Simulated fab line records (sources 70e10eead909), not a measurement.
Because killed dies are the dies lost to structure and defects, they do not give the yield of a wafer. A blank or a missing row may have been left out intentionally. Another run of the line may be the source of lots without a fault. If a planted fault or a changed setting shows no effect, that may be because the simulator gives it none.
fab line records	flow nandHarc
record lots=13	wafers=35	lastDay=32
route steps=1302 shown P_CONTACT@238 END@1302
lots with no fault: from the same line, run without faults
startH: hours from the record's opening day to when the first of the lot's shown wafers began	waitH: how many hours have passed since the lot's step before this one	" same as the row above	L1.1+2: one row covering several wafers at once	- no value, or no start was given	* or withheld: withheld	< > ~ a bound
route shown NAME@n: NAME is a module with steps in the file, n the number in the route of the first one	usual: average and standard deviation across the fault-free wafers	same: alike in all rows	chamber/n: place in a boat	sites: per-site readings	_std_site: the values' standard deviation	_edge_site: mean of outer sites minus mean of inner sites	radiusMm: how far each site lies from the wafer's centre	mask NAME#n: copy n	behind: the last tool/chamber to shape the wafer	hold: what put the lot on hold/how long, in hours/how the hold closed	device: transistor that didn't switch, given as n, p or np	end of line: the tests these same wafers got at the end of their route	a step given without rows: its recipe and nothing more	killed: the dies lost at the first sort to structure and to defects; this is not the yield of the wafer	map: a wafer's dies, x killed, . not, _ none there
set.NAME: the setting that was run; set.NAME@STEP: the one run at that earlier step	model.NAME: the simulator's own value behind a step, which no gauge read
steps of the route over a sample of lots; a table a step, a row a wafer
services: a tool's chamber out of use, with start hour (startH, from the record's first day; less than 0 if before it), hours out, and reason
## steps
# step NHARC_P_CONTACT_ETCH_18
# recipe targetDepthA=4810	timeS=240.5	c4f8FlowSccm=20	o2FlowSccm=10	arFlowSccm=withheld	rfW=600	biasW=1500	chemistry=C4F8/O2/Ar
# usual biasW=1500/4.5	oesProductAu=0.963/0.022	rfVppV=981/5.5
lot.wafer	tool	chamber	startH	waitH	biasW	oesProductAu	rfHoursCounterH	rfVppV
L256.2	rieDiel-09	1	-	-	1493	0.962	8.6	977
L256.1	"	3	"	"	1500	0.962	8.3	985
L256.6	"	1	"	"	1493	0.967	-	978
L257.1	rieDiel-12	3	-	-	1492	0.947	0.6	982
L257.4	"	1	"	"	1498	0.959	0.7	986
L257.5	"	2	"	"	1494	0.960	-	983
L258.4	rieDiel-12	2	-	-	1498	0.993	1.1	983
L258.1	"	3	"	"	1493	0.968	1.1	983
L258.5	"	1	"	"	1500	0.982	-	987
L259.4	rieDiel-02	1	-	-	1505	0.986	2.6	972
L259.2	"	2	"	"	1499	0.960	2.6	974
L259.5	"	2	"	"	1496	0.965	-	973
L260.1	rieDiel-12	2	-	-	1502	0.985	2.1	983
L260.2	"	1	"	"	1494	0.981	1.9	986
L260.6	"	3	"	"	1497	0.955	-	985
L261.2	rieDiel-02	0	-	-	1506	0.978	3.6	984
L261.4	"	3	"	"	1501	0.962	3.0	986
L261.5	"	0	"	"	1497	0.978	-	983
L269.1	rieDiel-12	0	-	-	1502	0.958	5.1	983
L271.4	rieDiel-12	1	-	-	1494	1.003	5.9	987
L271.2	"	2	"	"	1503	0.980	5.6	982
L271.5	"	1	"	"	1495	0.996	-	988
L270.5	rieDiel-09	1	-	-	1501	0.971	-	977
L273.4	rieDiel-02	2	-	-	1500	0.954	1.7	973
L273.2	"	3	"	"	1498	0.955	1.5	987
L273.3	"	1	"	"	1497	0.965	1.5	973
L274.4	rieDiel-02	1	-	-	1498	0.991	2.2	972
L274.2	"	2	"	"	1504	0.961	2.5	972
L274.6	"	2	"	"	1505	0.955	-	972
L277.2	rieDiel-02	2	-	-	1494	0.937	3.6	972
L277.1	"	1	"	"	1501	0.947	3.5	972
L277.6	"	3	"	"	1496	0.928	-	987
L279.1	rieDiel-09	0	-	-	1497	0.980	0.9	973
L279.3	"	2	"	"	1500	0.968	1.2	973
L279.5	"	0	"	"	1500	0.975	-	974
# step NHARC_P_CONTACT_CD_MEAS_19
# usual cdNm=87.8/2.1
lot.wafer	tool	chamber	startH	waitH	cdNm
L256.1	cdSem-03	-	118.64	-	89.9
L256.2	"	-	"	"	91.1
L256.6	"	-	"	"	85.6
L257.1	cdSem-01	-	133.06	-	86.6
L257.4	"	-	"	"	85.8
L257.5	"	-	"	"	84.4
L258.1	cdSem-02	-	135.77	-	91.6
L258.4	"	-	"	"	88.7
L258.5	"	-	"	"	88.3
L259.2	cdSem-02	-	146.37	-	91.6
L259.4	"	-	"	"	91.5
L259.5	"	-	"	"	87.8
L260.1	cdSem-02	-	161.09	-	89.6
L260.2	"	-	"	"	89.3
L260.6	"	-	"	"	88.5
L261.2	cdSem-02	-	166.06	-	88.4
L261.4	"	-	"	"	87.8
L261.5	"	-	"	"	88.2
L269.1	cdSem-02	-	244.85	-	85.5
L271.2	cdSem-03	-	266.51	-	86.9
L271.4	"	-	"	"	82.5
L271.5	"	-	"	"	85.7
L270.5	cdSem-02	-	269.66	-	87.9
L273.2	cdSem-01	-	284.84	-	88.1
L273.3	"	-	"	"	85.5
L273.4	"	-	"	"	89.1
L274.2	cdSem-03	-	297.16	-	87.3
L274.4	"	-	"	"	91.0
L274.6	"	-	"	"	89.9
L277.1	cdSem-02	-	327.73	-	89.0
L277.2	"	-	"	"	86.1
L277.6	"	-	"	"	88.5
L279.1	cdSem-01	-	344.71	-	89.2
L279.3	"	-	"	"	88.2
L279.5	"	-	"	"	86.4
# step NHARC_P_CONTACT_PRE_CLEAN_39
# recipe timeS=19.5	biasV=250	gas=Ar
# usual timeS=19.5/0
lot.wafer	tool	chamber	startH	waitH	timeS
L256.2	pvdSputter-02	-	119.42	-	19.5
L256.1	"	-	"	"	19.5
L256.6	"	-	"	"	19.5
L257.1	pvdSputter-02	-	133.83	-	19.5
L257.4	"	-	"	"	19.5
L257.5	"	-	"	"	19.5
L258.1	pvdSputter-01	-	136.55	-	19.5
L258.4	"	-	"	"	19.5
L258.5	"	-	"	"	19.5
L259.4	pvdSputter-02	-	147.15	-	19.5
L259.2	"	-	"	"	19.5
L259.5	"	-	"	"	19.5
L260.1	pvdSputter-01	-	161.88	-	19.5
L260.2	"	-	"	"	19.5
L260.6	"	-	"	"	19.5
L261.2	pvdSputter-02	-	166.93	-	19.5
L261.4	"	-	"	"	19.5
L261.5	"	-	"	"	19.5
L269.1	pvdSputter-02	-	245.62	-	19.5
L271.2	pvdSputter-02	-	267.28	-	19.5
L271.4	"	-	"	"	14.493
L271.5	"	-	"	"	19.5
L270.5	pvdSputter-02	-	270.46	-	19.5
L273.4	pvdSputter-01	-	285.61	-	19.5
L273.3	"	-	"	"	19.5
L273.2	"	-	"	"	19.5
L274.2	pvdSputter-01	-	297.93	-	19.5
L274.4	"	-	"	"	19.5
L274.6	"	-	"	"	19.5
L277.1	pvdSputter-02	-	328.51	-	19.5
L277.2	"	-	"	"	19.5
L277.6	"	-	"	"	19.5
L279.1	pvdSputter-03	-	345.51	-	19.5
L279.3	"	-	"	"	19.5
L279.5	"	-	"	"	19.5
# step NHARC_P_CONTACT_CVD_23
# recipe targetThkA=2000	tempC=300	pressureTorr=40	wf6FlowSccm=40	h2FlowSccm=1600	arFlowSccm=1560	timeS=557	material=W
# usual heaterPowerW=475/83	throttleValvePct=7.96/0.3
lot.wafer	tool	chamber	startH	waitH	heaterPowerW	throttleValvePct
L256.2	cvdW-02	1	-	-	558	7.66
L256.1	"	0	"	"	553	7.65
L256.6	"	1	"	"	567	7.83
L257.1	cvdW-01	1	-	-	412	8.27
L257.4	"	1	"	"	418	8.17
L257.5	"	0	"	"	350	8.34
L258.1	cvdW-01	1	-	-	412	8.41
L258.4	"	1	"	"	407	8.22
L258.5	"	0	"	"	344	8.24
L259.2	cvdW-02	0	-	-	534	7.27
L259.4	"	0	"	"	533	7.49
L259.5	"	1	"	"	542	7.63
L260.1	cvdW-02	0	-	-	552	7.45
L260.2	"	0	"	"	547	7.50
L260.6	"	0	"	"	549	7.53
L261.2	cvdW-02	0	-	-	554	7.67
L261.4	"	0	"	"	547	7.41
L261.5	"	0	"	"	536	7.64
L269.1	cvdW-01	1	-	-	414	8.36
L271.2	cvdW-02	0	-	-	557	7.63
L271.4	"	1	"	"	556	7.96
L271.5	"	1	"	"	550	8.04
L270.5	cvdW-01	1	-	-	413	8.28
L273.2	cvdW-01	0	-	-	374	7.94
L273.3	"	1	"	"	422	8.52
L273.4	"	0	"	"	353	8.21
L274.2	cvdW-01	1	-	-	418	8.29
L274.4	"	0	"	"	354	7.93
L274.6	"	1	"	"	421	8.50
L277.1	cvdW-02	0	-	-	547	7.85
L277.2	"	1	"	"	552	7.88
L277.6	"	1	"	"	547	7.99
L279.1	cvdW-02	0	-	-	561	7.58
L279.3	"	0	"	"	546	7.99
L279.5	"	1	"	"	549	8.05
# step NHARC_END_SORT_01
# recipe tempC=25
# usual killedAtArray=56/19	killedAtOther=0.6/1	killedAtPeriphery=3.9/2.7	killedDies=61/19	killedOpen=3.3/1.9	killedShort=2.4/1.7
# same grossDies=677
lot.wafer	tool	chamber	startH	waitH	killedAtArray	killedAtOther	killedAtPeriphery	killedDies	killedOpen	killedShort
L271.4	prober-02	0	727.20	3.4	72	2	3	77	7	2
L271.5	prober-02	0	728.00	3.7	72	0	2	74	4	6
# killed by level:class
L271.4 A_SLIT:chamberFilmFlake=37 A_CHANNEL_HOLE_D2:chamberFilmFlake=11 A_CHANNEL_HOLE_D1:chamberFilmFlake=9 A_CHANNEL_FILL_D1:geometricParticle:open=2 A_CONTACT:chamberFilmFlake=2 A_CHANNEL_FILL_D2:chamberFilmFlake=2 A_STAIRCASE:chamberFilmFlake=2 THIN_TSV:chamberFilmFlake=2
L271.5 A_SLIT:chamberFilmFlake=34 A_CHANNEL_HOLE_D2:chamberFilmFlake=15 A_CHANNEL_HOLE_D1:chamberFilmFlake=7 A_CONTACT:chamberFilmFlake=4 A_DECK1_JOINT:geometricParticle:short=2 A_ONON_D2:geometricParticle:short=2 A_STAIRCASE:chamberFilmFlake=2 P_M0:geometricParticle:open=1
## services
tool	chamber	startH	hours	kind
rieDiel-02	-	95.56	4.4	repair
pvdSputter-02	-	104.00	10.0	pm
pvdSputter-01	-	110.19	6.0	repair
rieDiel-09	-	143.10	9.0	pm
cvdW-02	1	159.17	9.8	repair
rieDiel-12	0	160.49	7.1	repair
rieDiel-12	3	164.04	5.3	repair
rieDiel-02	1	169.37	6.1	repair
cvdW-01	-	185.00	13.0	pm
pvdSputter-02	-	187.88	6.7	repair
rieDiel-12	2	191.35	4.6	repair
rieDiel-12	1	191.55	3.9	repair
rieDiel-09	3	208.63	14.7	repair
rieDiel-02	-	220.04	9.0	pm
pvdSputter-01	-	226.00	10.0	pm
cvdW-01	0	228.94	2.9	repair
rieDiel-09	0	240.13	6.7	repair
pvdSputter-03	-	247.90	3.4	repair
rieDiel-12	-	268.40	9.0	pm
cvdW-02	-	269.00	13.0	pm
pvdSputter-02	-	282.00	10.0	pm
rieDiel-09	3	289.91	5.8	repair
rieDiel-09	0	309.76	4.6	repair
rieDiel-09	-	320.11	9.0	pm
## key
firstSign step=NHARC_P_CONTACT_PRE_CLEAN_39	reading=timeS	direction=down	sigmas=99+	usual=*	struck=*
effect none on later readings
metAt NHARC_P_CONTACT_PRE_CLEAN_39
struckLots L271
struckWafers L271.4
testerLeftOut L271
notActingAt NHARC_P_CONTACT_ETCH_18,NHARC_P_CONTACT_CD_MEAS_19,NHARC_P_CONTACT_CVD_23
onsetBetween 166.93 267.28
fault kind=processParameterDrift	tool=pvdSputter-02	chamber=-	onsetH=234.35	steps=NHARC_P_CONTACT_PRE_CLEAN_39	channel=timeS	offset=*	shape=step	endH=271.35	scope=struckWafersOnly	actsIn=*	stated=*
# testerLeftOut: of these lots the tester's yield and bins aren't shown, on N5 and GAA mostly nor the transistor test; their killed dies are dies lost to structure and defects alone, not to doping, threshold or leakage, so they don't give the yield
